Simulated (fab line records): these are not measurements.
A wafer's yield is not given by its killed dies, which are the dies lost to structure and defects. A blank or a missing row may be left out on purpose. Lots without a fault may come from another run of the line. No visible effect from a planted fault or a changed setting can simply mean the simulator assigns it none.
Matching of chambers    flow nand harc    NHARC_A_CHANNEL_FILL_D2_ALD_02 on ald hk-03: 4 sister chambers
The step deposits SiO2, target thk 6 nm, pulse time 10 s, ald cycles 60. 4 wafers are shown with their chamber, then 8 later ones without.

## WAFERS PAIRED WITH THEIR CHAMBERS
wafer   chamber  heater power w (W)
L146.6  1        515
L149.2  0        423
L149.3  3        463
L153.1  2        508

## WAFERS WITHOUT THEIR CHAMBER
wafer   heater power w (W)
L153.2  432
L153.4  452
L154.2  451
L154.5  441
L154.6  459
L156.1  429
L156.2  530
L156.5  508

## CHAMBER TAKEN BY EACH
wafer   from the rows above      in truth
L153.2  0                        0
L153.4  can't be placed: 3 or 0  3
L154.2  can't be placed: 3 or 0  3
L154.5  can't be placed: 0 or 3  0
L154.6  3                        3
L156.1  0                        0
L156.2  can't be placed: 1 or 2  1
L156.5  can't be placed: 2 or 1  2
Placed correctly: 3 of 8. Not placeable from these rows: 5 (in 5, the candidates include the true chamber). 0 placed wrongly.
How it was worked out, from the rows above alone: a wafer's distance from a chamber is the root of the sum, over the readings, of the square of ((its reading less the chamber's mean) divided by the reading's scatter). If the next closest chamber is less than 2 further off than the closest, the wafer can't be placed; otherwise it belongs to the closest. The mean given for a chamber averages the wafers shown for that chamber. The scatter: with one shown wafer a chamber, the root of the mean of the squares of how far each hidden wafer lies from its nearest shown one.
